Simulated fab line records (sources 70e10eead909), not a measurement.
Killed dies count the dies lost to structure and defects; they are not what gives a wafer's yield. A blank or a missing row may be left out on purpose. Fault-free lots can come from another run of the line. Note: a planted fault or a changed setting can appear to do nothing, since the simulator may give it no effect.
The tool behind it: which one? || flow nand harc || 24 lots with 72 wafers sampled at 5 steps, on a route of 1302 steps

## WHAT THE GAUGES READ, wafer by wafer
NHARC_A_SGD_CUT_CD_MEAS_09 targets a cd of 100 nm. Usual: cd nm 100.1 nm, standard deviation 0.59.
{"lot": "L074", "measured": "day 18 12:59", "on": "cd sem-03", "cd nm (nm)": "101.4 100.3 99.3", "flag": ""}
{"lot": "L076", "measured": "day 19 18:08", "on": "cd sem-01", "cd nm (nm)": "101.7 101.0 100.1", "flag": ""}
{"lot": "L075", "measured": "day 19 18:44", "on": "cd sem-01", "cd nm (nm)": "99.9 100.4 99.9", "flag": ""}
{"lot": "L078", "measured": "day 20 08:49", "on": "cd sem-03", "cd nm (nm)": "101.2 100.3 100.2", "flag": ""}
{"lot": "L077", "measured": "day 20 08:59", "on": "cd sem-03", "cd nm (nm)": "99.9 100.2 101.2", "flag": ""}
{"lot": "L079", "measured": "day 21 06:17", "on": "cd sem-03", "cd nm (nm)": "100.7 99.8 100.3", "flag": ""}
{"lot": "L080", "measured": "day 21 23:37", "on": "cd sem-01", "cd nm (nm)": "99.7 99.6 99.7", "flag": ""}
{"lot": "L081", "measured": "day 22 18:16", "on": "cd sem-03", "cd nm (nm)": "100.1 99.9 101.1", "flag": ""}
{"lot": "L082", "measured": "day 22 17:58", "on": "cd sem-02", "cd nm (nm)": "99.4 99.2 100.2", "flag": ""}
{"lot": "L084", "measured": "day 23 21:53", "on": "cd sem-03", "cd nm (nm)": "100.2 100.2 99.9", "flag": ""}
{"lot": "L083", "measured": "day 23 22:02", "on": "cd sem-01", "cd nm (nm)": "98.5 99.5 99.4", "flag": ""}
{"lot": "L085", "measured": "day 23 21:35", "on": "cd sem-02", "cd nm (nm)": "100.3 99.9 100.0", "flag": ""}
{"lot": "L087", "measured": "day 24 00:44", "on": "cd sem-03", "cd nm (nm)": "100.3 100.8 99.9", "flag": ""}
{"lot": "L086", "measured": "day 24 09:22", "on": "cd sem-03", "cd nm (nm)": "101.1 100.0 101.2", "flag": ""}
{"lot": "L088", "measured": "day 24 23:16", "on": "cd sem-02", "cd nm (nm)": "100.2 99.7 100.8", "flag": ""}
{"lot": "L090", "measured": "day 24 23:26", "on": "cd sem-02", "cd nm (nm)": "100.5 99.3 99.7", "flag": ""}
{"lot": "L089", "measured": "day 25 02:10", "on": "cd sem-02", "cd nm (nm)": "101.1 99.7 100.6", "flag": ""}
{"lot": "L091", "measured": "day 26 07:44", "on": "cd sem-03", "cd nm (nm)": "100.2 100.2 100.4", "flag": ""}
{"lot": "L092", "measured": "day 26 16:58", "on": "cd sem-03", "cd nm (nm)": "98.8 100.7 99.7", "flag": ""}
{"lot": "L094", "measured": "day 27 08:26", "on": "cd sem-01", "cd nm (nm)": "99.7 99.6 99.6", "flag": ""}
{"lot": "L093", "measured": "day 27 08:47", "on": "cd sem-01", "cd nm (nm)": "100.0 100.2 100.4", "flag": ""}
{"lot": "L096", "measured": "day 27 20:30", "on": "cd sem-02", "cd nm (nm)": "101.0 100.3 100.4", "flag": ""}
{"lot": "L095", "measured": "day 27 20:23", "on": "cd sem-03", "cd nm (nm)": "100.7 99.8 100.4", "flag": ""}
{"lot": "L097", "measured": "day 29 06:33", "on": "cd sem-02", "cd nm (nm)": "99.5 99.8 99.6", "flag": ""}

## TOOL THAT RAN EACH LOT (tool first, then ch and the chambers of the sampled wafers, then the start)
{"lot": "L074", "NHARC_A_STAIRCASE_ETCH_315": "rie diel-09 ch 1,3, day 18 11:01 or earlier", "NHARC_A_STAIRCASE_ETCHBACK_416": "rie diel-11 ch 1,3, day 18 11:01 or earlier", "NHARC_A_STAIRCASE_ETCHBACK_157": "rie diel-09 ch 1,2, day 18 11:01", "NHARC_A_SGD_CUT_DEP_00": "pecvd-01 ch 1,2, day 18 12:11"}
{"lot": "L076", "NHARC_A_STAIRCASE_ETCH_315": "rie diel-05 ch 0,2, day 19 16:28 or earlier", "NHARC_A_STAIRCASE_ETCHBACK_416": "rie diel-05 ch 0,2,3, day 19 16:28 or earlier", "NHARC_A_STAIRCASE_ETCHBACK_157": "rie diel-11 ch 1,2,3, day 19 16:28", "NHARC_A_SGD_CUT_DEP_00": "pecvd-01 ch 1,2, day 19 17:24"}
{"lot": "L075", "NHARC_A_STAIRCASE_ETCH_315": "rie diel-11 ch 2,3, day 19 17:05 or earlier", "NHARC_A_STAIRCASE_ETCHBACK_416": "rie diel-09 ch 1,3, day 19 17:05 or earlier", "NHARC_A_STAIRCASE_ETCHBACK_157": "rie diel-11 ch 0,1,3, day 19 17:05", "NHARC_A_SGD_CUT_DEP_00": "pecvd-03 ch 0,2, day 19 18:04"}
{"lot": "L078", "NHARC_A_STAIRCASE_ETCH_315": "rie diel-09 ch 0,1,2, day 20 07:02 or earlier", "NHARC_A_STAIRCASE_ETCHBACK_416": "rie diel-05 ch 0,1,2, day 20 07:02 or earlier", "NHARC_A_STAIRCASE_ETCHBACK_157": "rie diel-11 ch 0,2,3, day 20 07:02", "NHARC_A_SGD_CUT_DEP_00": "pecvd-02 ch 0,1,2, day 20 08:07"}
{"lot": "L077", "NHARC_A_STAIRCASE_ETCH_315": "rie diel-09 ch 0,1,3, day 18 12:34 or earlier", "NHARC_A_STAIRCASE_ETCHBACK_416": "rie diel-09 ch 0,1,2, day 18 12:34", "NHARC_A_STAIRCASE_ETCHBACK_157": "rie diel-09 ch 0,1,3, day 20 07:07", "NHARC_A_SGD_CUT_DEP_00": "pecvd-03 ch 0,1, day 20 08:10"}
{"lot": "L079", "NHARC_A_STAIRCASE_ETCH_315": "rie diel-05 ch 0,1, day 21 04:35 or earlier", "NHARC_A_STAIRCASE_ETCHBACK_416": "rie diel-05 ch 1,2,3, day 21 04:35 or earlier", "NHARC_A_STAIRCASE_ETCHBACK_157": "rie diel-11 ch 0,1, day 21 04:35", "NHARC_A_SGD_CUT_DEP_00": "pecvd-01 ch 0,1,2, day 21 05:39"}
{"lot": "L080", "NHARC_A_STAIRCASE_ETCH_315": "rie diel-09 ch 0,1, day 19 23:22 or earlier", "NHARC_A_STAIRCASE_ETCHBACK_416": "rie diel-11 ch 0,1,2, day 19 23:22", "NHARC_A_STAIRCASE_ETCHBACK_157": "rie diel-11 ch 1,2,3, day 21 21:53", "NHARC_A_SGD_CUT_DEP_00": "pecvd-03 ch 0,1, day 21 22:54"}
{"lot": "L081", "NHARC_A_STAIRCASE_ETCH_315": "rie diel-11 ch 0,3, day 22 16:28 or earlier", "NHARC_A_STAIRCASE_ETCHBACK_416": "rie diel-11 ch 0,3, day 22 16:28 or earlier", "NHARC_A_STAIRCASE_ETCHBACK_157": "rie diel-05 ch 0,1,2, day 22 16:28", "NHARC_A_SGD_CUT_DEP_00": "pecvd-02 ch 0,2, day 22 17:36"}
{"lot": "L082", "NHARC_A_STAIRCASE_ETCH_315": "rie diel-09 ch 1,2,3, day 20 21:49 or earlier", "NHARC_A_STAIRCASE_ETCHBACK_416": "rie diel-11 ch 0,3, day 20 21:49", "NHARC_A_STAIRCASE_ETCHBACK_157": "rie diel-05 ch 0,2,3, day 22 16:20", "NHARC_A_SGD_CUT_DEP_00": "pecvd-03 ch 0,2, day 22 17:26"}
{"lot": "L084", "NHARC_A_STAIRCASE_ETCH_315": "rie diel-09 ch 0,2,3, day 23 20:12 or earlier", "NHARC_A_STAIRCASE_ETCHBACK_416": "rie diel-09 ch 0,1,2, day 23 20:12 or earlier", "NHARC_A_STAIRCASE_ETCHBACK_157": "rie diel-11 ch 1,2,3, day 23 20:12", "NHARC_A_SGD_CUT_DEP_00": "pecvd-02 ch 0,1,2, day 23 21:09"}
{"lot": "L083", "NHARC_A_STAIRCASE_ETCH_315": "rie diel-11 ch 0,1,3, day 23 20:19 or earlier", "NHARC_A_STAIRCASE_ETCHBACK_416": "rie diel-11 ch 0,1,2, day 23 20:19 or earlier", "NHARC_A_STAIRCASE_ETCHBACK_157": "rie diel-05 ch 2,3, day 23 20:19", "NHARC_A_SGD_CUT_DEP_00": "pecvd-01 ch 1,2, day 23 21:17"}
{"lot": "L085", "NHARC_A_STAIRCASE_ETCH_315": "rie diel-05 ch 0,2,3, day 23 20:02 or earlier", "NHARC_A_STAIRCASE_ETCHBACK_416": "rie diel-05 ch 1,2,3, day 23 20:02 or earlier", "NHARC_A_STAIRCASE_ETCHBACK_157": "rie diel-09 ch 0,2,3, day 23 20:02", "NHARC_A_SGD_CUT_DEP_00": "pecvd-01 ch 0,1, day 23 20:59"}
{"lot": "L087", "NHARC_A_STAIRCASE_ETCH_315": "rie diel-05 ch 0,1,3, day 23 23:04 or earlier", "NHARC_A_STAIRCASE_ETCHBACK_416": "rie diel-11 ch 0,1, day 23 23:04 or earlier", "NHARC_A_STAIRCASE_ETCHBACK_157": "rie diel-05 ch 2,3, day 23 23:04", "NHARC_A_SGD_CUT_DEP_00": "pecvd-01 ch 0,1,2, day 24 00:01"}
{"lot": "L086", "NHARC_A_STAIRCASE_ETCH_315": "rie diel-05 ch 0,1,2, day 22 08:06 or earlier", "NHARC_A_STAIRCASE_ETCHBACK_416": "rie diel-05 ch 1,2,3, day 22 08:06", "NHARC_A_STAIRCASE_ETCHBACK_157": "rie diel-05 ch 0,2,3, day 24 07:19", "NHARC_A_SGD_CUT_DEP_00": "pecvd-03 ch 0,2, day 24 08:38"}
{"lot": "L088", "NHARC_A_STAIRCASE_ETCH_315": "rie diel-09 ch 0,1,3, day 23 03:59 or earlier", "NHARC_A_STAIRCASE_ETCHBACK_416": "rie diel-05 ch 0,2,3, day 23 03:59", "NHARC_A_STAIRCASE_ETCHBACK_157": "rie diel-05 ch 2,3, day 24 21:36", "NHARC_A_SGD_CUT_DEP_00": "pecvd-03 ch 0,1,2, day 24 22:32"}
{"lot": "L090", "NHARC_A_STAIRCASE_ETCH_315": "rie diel-05 ch 0,1,2, day 23 07:02 or earlier", "NHARC_A_STAIRCASE_ETCHBACK_416": "rie diel-05 ch 0,1, day 23 07:02", "NHARC_A_STAIRCASE_ETCHBACK_157": "rie diel-11 ch 1,2,3, day 24 21:47", "NHARC_A_SGD_CUT_DEP_00": "pecvd-02 ch 0,1, day 24 22:43"}
{"lot": "L089", "NHARC_A_STAIRCASE_ETCH_315": "rie diel-11 ch 1,2, day 25 00:37 or earlier", "NHARC_A_STAIRCASE_ETCHBACK_416": "rie diel-11 ch 1,3, day 25 00:37 or earlier", "NHARC_A_STAIRCASE_ETCHBACK_157": "rie diel-09 ch 0,1,2, day 25 00:37", "NHARC_A_SGD_CUT_DEP_00": "pecvd-02 ch 0,2, day 25 01:34"}
{"lot": "L091", "NHARC_A_STAIRCASE_ETCH_315": "rie diel-11 ch 2,3, day 26 06:04 or earlier", "NHARC_A_STAIRCASE_ETCHBACK_416": "rie diel-09 ch 1,2,3, day 26 06:04 or earlier", "NHARC_A_STAIRCASE_ETCHBACK_157": "rie diel-11 ch 0,1, day 26 06:04", "NHARC_A_SGD_CUT_DEP_00": "pecvd-01 ch 0,1, day 26 07:01"}
{"lot": "L092", "NHARC_A_STAIRCASE_ETCH_315": "rie diel-09 ch 1,2,3, day 26 15:17 or earlier", "NHARC_A_STAIRCASE_ETCHBACK_416": "rie diel-05 ch 1,2,3, day 26 15:17 or earlier", "NHARC_A_STAIRCASE_ETCHBACK_157": "rie diel-09 ch 0,1,2, day 26 15:17", "NHARC_A_SGD_CUT_DEP_00": "pecvd-03 ch 0,2, day 26 16:15"}
{"lot": "L094", "NHARC_A_STAIRCASE_ETCH_315": "rie diel-11 ch 0,1,3, day 27 06:45 or earlier", "NHARC_A_STAIRCASE_ETCHBACK_416": "rie diel-09 ch 1,2,3, day 27 06:45 or earlier", "NHARC_A_STAIRCASE_ETCHBACK_157": "rie diel-05 ch 1,2, day 27 06:45", "NHARC_A_SGD_CUT_DEP_00": "pecvd-02 ch 0,1, day 27 07:43"}
{"lot": "L093", "NHARC_A_STAIRCASE_ETCH_315": "rie diel-11 ch 0,1,3, day 27 07:00 or earlier", "NHARC_A_STAIRCASE_ETCHBACK_416": "rie diel-11 ch 1,3, day 27 07:00 or earlier", "NHARC_A_STAIRCASE_ETCHBACK_157": "rie diel-09 ch 0,2,3, day 27 07:00", "NHARC_A_SGD_CUT_DEP_00": "pecvd-03 ch 0,1, day 27 08:04"}
{"lot": "L096", "NHARC_A_STAIRCASE_ETCH_315": "rie diel-09 ch 0,3, day 27 18:58 or earlier", "NHARC_A_STAIRCASE_ETCHBACK_416": "rie diel-05 ch 1,2,3, day 27 18:58 or earlier", "NHARC_A_STAIRCASE_ETCHBACK_157": "rie diel-11 ch 1,3, day 27 18:58", "NHARC_A_SGD_CUT_DEP_00": "pecvd-03 ch 0,1, day 27 19:56"}
{"lot": "L095", "NHARC_A_STAIRCASE_ETCH_315": "rie diel-09 ch 0,1,2, day 27 18:42 or earlier", "NHARC_A_STAIRCASE_ETCHBACK_416": "rie diel-05 ch 1,2,3, day 27 18:42 or earlier", "NHARC_A_STAIRCASE_ETCHBACK_157": "rie diel-09 ch 1,2,3, day 27 18:42", "NHARC_A_SGD_CUT_DEP_00": "pecvd-03 ch 0,1,2, day 27 19:40"}
{"lot": "L097", "NHARC_A_STAIRCASE_ETCH_315": "rie diel-05 ch 1,2,3, day 27 07:23 or earlier", "NHARC_A_STAIRCASE_ETCHBACK_416": "rie diel-09 ch 1,2,3, day 27 07:23", "NHARC_A_STAIRCASE_ETCHBACK_157": "rie diel-05 ch 0,1,3, day 29 04:58", "NHARC_A_SGD_CUT_DEP_00": "pecvd-03 ch 0,2, day 29 05:56"}
- NHARC_A_STAIRCASE_ETCH_315: etches the open film in C4F8/O2/Ar, target depth 2500 nm, time 607.1 s.
- NHARC_A_STAIRCASE_ETCHBACK_416: etches the open film in C4F8/O2/Ar, target depth 36 nm, time 7.2 s.
- NHARC_A_STAIRCASE_ETCHBACK_157: etches the open film in CH3F/O2, target depth 90 nm, time 167.14 s.
- NHARC_A_SGD_CUT_DEP_00: deposits SiNx, target thk 50 nm.

## WHAT THE TOOLS THEMSELVES READ (means of the sampled wafers that have a number; where no wafer has one, the mark that the record gives instead)
NHARC_A_STAIRCASE_ETCH_315. Usual: oes product au 0.928 a.u., standard deviation 0.011; rf vpp V 1824 V, standard deviation 13.
{"lot": "L074", "tool": "rie diel-09", "oes product au (a.u.)": 0.916, "rf vpp V (V)": 1826, "flag": ""}
{"lot": "L076", "tool": "rie diel-05", "oes product au (a.u.)": 0.917, "rf vpp V (V)": 1819, "flag": ""}
{"lot": "L075", "tool": "rie diel-11", "oes product au (a.u.)": 0.924, "rf vpp V (V)": 1818, "flag": ""}
{"lot": "L078", "tool": "rie diel-09", "oes product au (a.u.)": 0.930, "rf vpp V (V)": 1824, "flag": ""}
{"lot": "L077", "tool": "rie diel-09", "oes product au (a.u.)": 0.924, "rf vpp V (V)": 1818, "flag": ""}
{"lot": "L079", "tool": "rie diel-05", "oes product au (a.u.)": 0.928, "rf vpp V (V)": 1814, "flag": ""}
{"lot": "L080", "tool": "rie diel-09", "oes product au (a.u.)": 0.933, "rf vpp V (V)": 1815, "flag": ""}
{"lot": "L081", "tool": "rie diel-11", "oes product au (a.u.)": 0.937, "rf vpp V (V)": 1815, "flag": ""}
{"lot": "L082", "tool": "rie diel-09", "oes product au (a.u.)": 0.924, "rf vpp V (V)": 1824, "flag": ""}
{"lot": "L084", "tool": "rie diel-09", "oes product au (a.u.)": 0.934, "rf vpp V (V)": 1829, "flag": ""}
{"lot": "L083", "tool": "rie diel-11", "oes product au (a.u.)": 0.929, "rf vpp V (V)": 1815, "flag": ""}
{"lot": "L085", "tool": "rie diel-05", "oes product au (a.u.)": 0.934, "rf vpp V (V)": 1824, "flag": ""}
{"lot": "L087", "tool": "rie diel-05", "oes product au (a.u.)": 0.920, "rf vpp V (V)": 1817, "flag": ""}
{"lot": "L086", "tool": "rie diel-05", "oes product au (a.u.)": 0.931, "rf vpp V (V)": 1818, "flag": ""}
{"lot": "L088", "tool": "rie diel-09", "oes product au (a.u.)": 0.943, "rf vpp V (V)": 1842, "flag": ""}
{"lot": "L090", "tool": "rie diel-05", "oes product au (a.u.)": 0.916, "rf vpp V (V)": 1817, "flag": ""}
{"lot": "L089", "tool": "rie diel-11", "oes product au (a.u.)": 0.939, "rf vpp V (V)": 1834, "flag": ""}
{"lot": "L091", "tool": "rie diel-11", "oes product au (a.u.)": 0.927, "rf vpp V (V)": 1829, "flag": ""}
{"lot": "L092", "tool": "rie diel-09", "oes product au (a.u.)": 0.928, "rf vpp V (V)": 1836, "flag": ""}
{"lot": "L094", "tool": "rie diel-11", "oes product au (a.u.)": 0.925, "rf vpp V (V)": 1814, "flag": ""}
{"lot": "L093", "tool": "rie diel-11", "oes product au (a.u.)": 0.920, "rf vpp V (V)": 1813, "flag": ""}
{"lot": "L096", "tool": "rie diel-09", "oes product au (a.u.)": 0.927, "rf vpp V (V)": 1846, "flag": ""}
{"lot": "L095", "tool": "rie diel-09", "oes product au (a.u.)": 0.924, "rf vpp V (V)": 1835, "flag": ""}
{"lot": "L097", "tool": "rie diel-05", "oes product au (a.u.)": 0.921, "rf vpp V (V)": 1822, "flag": ""}

NHARC_A_STAIRCASE_ETCHBACK_416. Usual: oes product au 0.932 a.u., standard deviation 0.023; rf vpp V 722 V, standard deviation 5.
{"lot": "L074", "tool": "rie diel-11", "oes product au (a.u.)": 0.912, "rf vpp V (V)": 721, "flag": ""}
{"lot": "L076", "tool": "rie diel-05", "oes product au (a.u.)": 0.932, "rf vpp V (V)": 722, "flag": ""}
{"lot": "L075", "tool": "rie diel-09", "oes product au (a.u.)": 0.918, "rf vpp V (V)": 723, "flag": ""}
{"lot": "L078", "tool": "rie diel-05", "oes product au (a.u.)": 0.994, "rf vpp V (V)": 721, "flag": ""}
{"lot": "L077", "tool": "rie diel-09", "oes product au (a.u.)": 0.925, "rf vpp V (V)": 722, "flag": ""}
{"lot": "L079", "tool": "rie diel-05", "oes product au (a.u.)": 0.923, "rf vpp V (V)": 723, "flag": ""}
{"lot": "L080", "tool": "rie diel-11", "oes product au (a.u.)": 0.928, "rf vpp V (V)": 721, "flag": ""}
{"lot": "L081", "tool": "rie diel-11", "oes product au (a.u.)": 0.924, "rf vpp V (V)": 719, "flag": ""}
{"lot": "L082", "tool": "rie diel-11", "oes product au (a.u.)": 0.913, "rf vpp V (V)": 719, "flag": ""}
{"lot": "L084", "tool": "rie diel-09", "oes product au (a.u.)": 0.928, "rf vpp V (V)": 726, "flag": ""}
{"lot": "L083", "tool": "rie diel-11", "oes product au (a.u.)": 0.931, "rf vpp V (V)": 722, "flag": ""}
{"lot": "L085", "tool": "rie diel-05", "oes product au (a.u.)": 0.925, "rf vpp V (V)": 722, "flag": ""}
{"lot": "L087", "tool": "rie diel-11", "oes product au (a.u.)": 0.923, "rf vpp V (V)": 718, "flag": ""}
{"lot": "L086", "tool": "rie diel-05", "oes product au (a.u.)": 0.918, "rf vpp V (V)": 722, "flag": ""}
{"lot": "L088", "tool": "rie diel-05", "oes product au (a.u.)": 0.925, "rf vpp V (V)": 721, "flag": ""}
{"lot": "L090", "tool": "rie diel-05", "oes product au (a.u.)": 0.923, "rf vpp V (V)": 716, "flag": ""}
{"lot": "L089", "tool": "rie diel-11", "oes product au (a.u.)": 0.928, "rf vpp V (V)": 717, "flag": ""}
{"lot": "L091", "tool": "rie diel-09", "oes product au (a.u.)": 0.923, "rf vpp V (V)": 727, "flag": ""}
{"lot": "L092", "tool": "rie diel-05", "oes product au (a.u.)": 0.913, "rf vpp V (V)": 722, "flag": ""}
{"lot": "L094", "tool": "rie diel-09", "oes product au (a.u.)": 0.923, "rf vpp V (V)": 727, "flag": ""}
{"lot": "L093", "tool": "rie diel-11", "oes product au (a.u.)": 0.929, "rf vpp V (V)": 718, "flag": ""}
{"lot": "L096", "tool": "rie diel-05", "oes product au (a.u.)": 0.991, "rf vpp V (V)": 721, "flag": ""}
{"lot": "L095", "tool": "rie diel-05", "oes product au (a.u.)": 0.987, "rf vpp V (V)": 722, "flag": ""}
{"lot": "L097", "tool": "rie diel-09", "oes product au (a.u.)": 0.920, "rf vpp V (V)": 726, "flag": ""}

NHARC_A_STAIRCASE_ETCHBACK_157. Usual: drypump motor current A 5.73 A, standard deviation 0.28; oes product au 0.97 a.u., standard deviation 0.035; rf vpp V 244.0 V, standard deviation 2.1; showerhead plenum p Torr 2.44 Torr, standard deviation 0.13; throttle valve pct 20.664 %, standard deviation 0.0091.
{"lot": "L074", "tool": "rie diel-09", "drypump motor current A (A)": 5.72, "oes product au (a.u.)": 1.00, "rf vpp V (V)": 244.6, "showerhead plenum p Torr (Torr)": 2.52, "throttle valve pct (%)": 20.668, "flag": ""}
{"lot": "L076", "tool": "rie diel-11", "drypump motor current A (A)": 5.73, "oes product au (a.u.)": 1.00, "rf vpp V (V)": 245.3, "showerhead plenum p Torr (Torr)": 2.47, "throttle valve pct (%)": 20.664, "flag": ""}
{"lot": "L075", "tool": "rie diel-11", "drypump motor current A (A)": 5.70, "oes product au (a.u.)": 0.99, "rf vpp V (V)": 242.6, "showerhead plenum p Torr (Torr)": 2.35, "throttle valve pct (%)": 20.667, "flag": ""}
{"lot": "L078", "tool": "rie diel-11", "drypump motor current A (A)": 5.89, "oes product au (a.u.)": 0.99, "rf vpp V (V)": 244.0, "showerhead plenum p Torr (Torr)": 2.46, "throttle valve pct (%)": 20.662, "flag": ""}
{"lot": "L077", "tool": "rie diel-09", "drypump motor current A (A)": 5.37, "oes product au (a.u.)": 0.93, "rf vpp V (V)": 243.6, "showerhead plenum p Torr (Torr)": 2.36, "throttle valve pct (%)": 20.666, "flag": ""}
{"lot": "L079", "tool": "rie diel-11", "drypump motor current A (A)": 5.78, "oes product au (a.u.)": 1.00, "rf vpp V (V)": 241.8, "showerhead plenum p Torr (Torr)": 2.31, "throttle valve pct (%)": 20.658, "flag": ""}
{"lot": "L080", "tool": "rie diel-11", "drypump motor current A (A)": 5.74, "oes product au (a.u.)": 0.99, "rf vpp V (V)": 244.8, "showerhead plenum p Torr (Torr)": 2.46, "throttle valve pct (%)": 20.658, "flag": ""}
{"lot": "L081", "tool": "rie diel-05", "drypump motor current A (A)": 5.81, "oes product au (a.u.)": 0.95, "rf vpp V (V)": 243.3, "showerhead plenum p Torr (Torr)": 2.37, "throttle valve pct (%)": 20.663, "flag": ""}
{"lot": "L082", "tool": "rie diel-05", "drypump motor current A (A)": 5.90, "oes product au (a.u.)": 0.93, "rf vpp V (V)": 243.7, "showerhead plenum p Torr (Torr)": 2.43, "throttle valve pct (%)": 20.670, "flag": ""}
{"lot": "L084", "tool": "rie diel-11", "drypump motor current A (A)": 5.73, "oes product au (a.u.)": 0.92, "rf vpp V (V)": 244.9, "showerhead plenum p Torr (Torr)": 2.45, "throttle valve pct (%)": 20.669, "flag": ""}
{"lot": "L083", "tool": "rie diel-05", "drypump motor current A (A)": 6.05, "oes product au (a.u.)": 0.98, "rf vpp V (V)": 244.9, "showerhead plenum p Torr (Torr)": 2.48, "throttle valve pct (%)": 20.664, "flag": ""}
{"lot": "L085", "tool": "rie diel-09", "drypump motor current A (A)": 5.49, "oes product au (a.u.)": 1.00, "rf vpp V (V)": 246.5, "showerhead plenum p Torr (Torr)": 2.60, "throttle valve pct (%)": 20.669, "flag": ""}
{"lot": "L087", "tool": "rie diel-05", "drypump motor current A (A)": 6.06, "oes product au (a.u.)": 0.99, "rf vpp V (V)": 245.0, "showerhead plenum p Torr (Torr)": 2.48, "throttle valve pct (%)": 20.667, "flag": ""}
{"lot": "L086", "tool": "rie diel-05", "drypump motor current A (A)": 5.89, "oes product au (a.u.)": 0.92, "rf vpp V (V)": 243.9, "showerhead plenum p Torr (Torr)": 2.42, "throttle valve pct (%)": 20.668, "flag": ""}
{"lot": "L088", "tool": "rie diel-05", "drypump motor current A (A)": 6.06, "oes product au (a.u.)": 0.93, "rf vpp V (V)": 244.0, "showerhead plenum p Torr (Torr)": 2.48, "throttle valve pct (%)": 20.674, "flag": ""}
{"lot": "L090", "tool": "rie diel-11", "drypump motor current A (A)": 5.74, "oes product au (a.u.)": 0.92, "rf vpp V (V)": 244.0, "showerhead plenum p Torr (Torr)": 2.45, "throttle valve pct (%)": 20.660, "flag": ""}
{"lot": "L089", "tool": "rie diel-09", "drypump motor current A (A)": 5.52, "oes product au (a.u.)": 0.93, "rf vpp V (V)": 246.1, "showerhead plenum p Torr (Torr)": 2.54, "throttle valve pct (%)": 20.664, "flag": ""}
{"lot": "L091", "tool": "rie diel-11", "drypump motor current A (A)": 5.80, "oes product au (a.u.)": 0.99, "rf vpp V (V)": 242.5, "showerhead plenum p Torr (Torr)": 2.29, "throttle valve pct (%)": 20.667, "flag": ""}
{"lot": "L092", "tool": "rie diel-09", "drypump motor current A (A)": 5.53, "oes product au (a.u.)": 0.95, "rf vpp V (V)": 245.5, "showerhead plenum p Torr (Torr)": 2.54, "throttle valve pct (%)": 20.663, "flag": ""}
{"lot": "L094", "tool": "rie diel-05", "drypump motor current A (A)": 5.98, "oes product au (a.u.)": 0.99, "rf vpp V (V)": 243.1, "showerhead plenum p Torr (Torr)": 2.42, "throttle valve pct (%)": 20.665, "flag": ""}
{"lot": "L093", "tool": "rie diel-09", "drypump motor current A (A)": 5.48, "oes product au (a.u.)": 0.92, "rf vpp V (V)": 246.1, "showerhead plenum p Torr (Torr)": 2.59, "throttle valve pct (%)": 20.671, "flag": ""}
{"lot": "L096", "tool": "rie diel-11", "drypump motor current A (A)": 5.62, "oes product au (a.u.)": 0.98, "rf vpp V (V)": 243.3, "showerhead plenum p Torr (Torr)": 2.36, "throttle valve pct (%)": 20.655, "flag": ""}
{"lot": "L095", "tool": "rie diel-09", "drypump motor current A (A)": 5.55, "oes product au (a.u.)": 1.00, "rf vpp V (V)": 244.9, "showerhead plenum p Torr (Torr)": 2.54, "throttle valve pct (%)": 20.669, "flag": ""}
{"lot": "L097", "tool": "rie diel-05", "drypump motor current A (A)": 5.80, "oes product au (a.u.)": 0.99, "rf vpp V (V)": 241.9, "showerhead plenum p Torr (Torr)": 2.34, "throttle valve pct (%)": 20.674, "flag": ""}

NHARC_A_SGD_CUT_DEP_00. Usual: heater power w 689 W, standard deviation 69.
{"lot": "L074", "tool": "pecvd-01", "heater power w (W)": 703, "flag": ""}
{"lot": "L076", "tool": "pecvd-01", "heater power w (W)": 714, "flag": ""}
{"lot": "L075", "tool": "pecvd-03", "heater power w (W)": 767, "flag": ""}
{"lot": "L078", "tool": "pecvd-02", "heater power w (W)": 707, "flag": ""}
{"lot": "L077", "tool": "pecvd-03", "heater power w (W)": 662, "flag": ""}
{"lot": "L079", "tool": "pecvd-01", "heater power w (W)": 682, "flag": ""}
{"lot": "L080", "tool": "pecvd-03", "heater power w (W)": 652, "flag": ""}
{"lot": "L081", "tool": "pecvd-02", "heater power w (W)": 736, "flag": ""}
{"lot": "L082", "tool": "pecvd-03", "heater power w (W)": 729, "flag": ""}
{"lot": "L084", "tool": "pecvd-02", "heater power w (W)": 682, "flag": ""}
{"lot": "L083", "tool": "pecvd-01", "heater power w (W)": 677, "flag": ""}
{"lot": "L085", "tool": "pecvd-01", "heater power w (W)": 670, "flag": ""}
{"lot": "L087", "tool": "pecvd-01", "heater power w (W)": 637, "flag": ""}
{"lot": "L086", "tool": "pecvd-03", "heater power w (W)": 690, "flag": ""}
{"lot": "L088", "tool": "pecvd-03", "heater power w (W)": 718, "flag": ""}
{"lot": "L090", "tool": "pecvd-02", "heater power w (W)": 656, "flag": ""}
{"lot": "L089", "tool": "pecvd-02", "heater power w (W)": 751, "flag": ""}
{"lot": "L091", "tool": "pecvd-01", "heater power w (W)": 697, "flag": ""}
{"lot": "L092", "tool": "pecvd-03", "heater power w (W)": 698, "flag": ""}
{"lot": "L094", "tool": "pecvd-02", "heater power w (W)": 735, "flag": ""}
{"lot": "L093", "tool": "pecvd-03", "heater power w (W)": 643, "flag": ""}
{"lot": "L096", "tool": "pecvd-03", "heater power w (W)": 640, "flag": ""}
{"lot": "L095", "tool": "pecvd-03", "heater power w (W)": 647, "flag": ""}
{"lot": "L097", "tool": "pecvd-03", "heater power w (W)": 725, "flag": ""}

## THE ANSWER, worked out from the rows above alone
Rule: take the mean of a lot's wafers that have a number; if it is more than 3 standard deviations from the usual mean, the lot is off. A lot without any number at a reading at which 4 lots or more have one is off too. Where the step has rows for the other lots, those lots are counted as sound. The gauges are gone through in route order, then the tools' own readings, and for those a lot's mean is taken as printed above. The first step at which some lot is off is used, and at that step the reading that is off furthest; a lot without a number counts as furthest.
Across all readings shown, no lot is off: no conclusion can be drawn from this.

## WHAT THE SIMULATOR PUT IN
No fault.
